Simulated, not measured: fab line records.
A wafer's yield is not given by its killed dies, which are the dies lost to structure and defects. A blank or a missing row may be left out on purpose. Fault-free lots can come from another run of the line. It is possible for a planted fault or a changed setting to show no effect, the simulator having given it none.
One fault through the eyes of 2 desks :: flow nand harc :: numbers are kept per desk, each desk with only its own; the story behind them comes last

== DESK OF THE TOOL OWNER: cvd w-02 ==
The tool's own readings at NHARC_A_WL_FILL_CVD_03 (deposits W, target thk 40 nm, time 3302 s): means of the sampled wafers that have a number, for each lot that ran on this tool. A lot is out of limits, marked OUT, if its mean lies more than 4 standard deviations from the usual mean; the brackets give that distance.
Columns: A = chamber pressure Torr at NHARC_A_WL_FILL_CVD_03, usual 39.98 Torr; B = heater power w at NHARC_A_WL_FILL_CVD_03, usual 451 W; C = throttle valve pct at NHARC_A_WL_FILL_CVD_03, usual 7.7 %
lot: L702
first seen here: day 15 18:10
A: 40.02
B: 459
C: 8.0

lot: L705
first seen here: day 16 06:52
A: 39.96
B: 466
C: 7.7

lot: L706
first seen here: day 16 19:01
A: 39.94
B: 458
C: 8.1

lot: L710
first seen here: day 17 14:11
A: 39.93
B: 462
C: 7.8

lot: L714
first seen here: day 18 03:19
A: 40.03
B: 445
C: 8.0

lot: L721
first seen here: day 19 16:13
A: 39.97
B: 444
C: 8.0

lot: L722
first seen here: day 19 19:28
A: 40.02
B: 466
C: 7.7
This desk found nothing out of limits on any of the 7 lots.

== AT THE METROLOGY DESK ==
Means of the sampled wafers that have a number, per lot and without regard to the tool the lot ran on: this is what the gauges read. A lot is out of limits, marked OUT, if its mean lies more than 4 standard deviations from the usual mean; the brackets give that distance.
Columns: A = cd nm at NHARC_THIN_TSV_CD_MEAS_33, usual 4999.7 nm
lot: L701
first seen here: day 19 17:19
A: 5000.6

lot: L700
first seen here: day 19 18:34
A: 5001.5

lot: L703
first seen here: day 19 20:15
A: 5001.4

lot: L704
first seen here: day 19 22:22
A: 4997.6

lot: L702
first seen here: day 19 23:47
A: 4998.3

lot: L705
first seen here: day 20 11:04
A: 4998.9

lot: L707
first seen here: day 20 12:14
A: 4999.1

lot: L706
first seen here: day 20 18:10
A: 5000.8

lot: L710
first seen here: day 21 05:32
A: 5000.1

lot: L714
first seen here: day 22 01:12
A: 5000.6

lot: L721
first seen here: day 23 10:00
A: 4999.2

lot: L722
first seen here: day 24 00:49
A: 4999.6
This desk found nothing out of limits on any of the 12 lots.

== BROUGHT TOGETHER ==
Nothing out of limits was seen by the tool owner's desk.
At the metrology desk, nothing out of limits was observed.

== WHAT THE SIMULATOR HAD INSERTED ==
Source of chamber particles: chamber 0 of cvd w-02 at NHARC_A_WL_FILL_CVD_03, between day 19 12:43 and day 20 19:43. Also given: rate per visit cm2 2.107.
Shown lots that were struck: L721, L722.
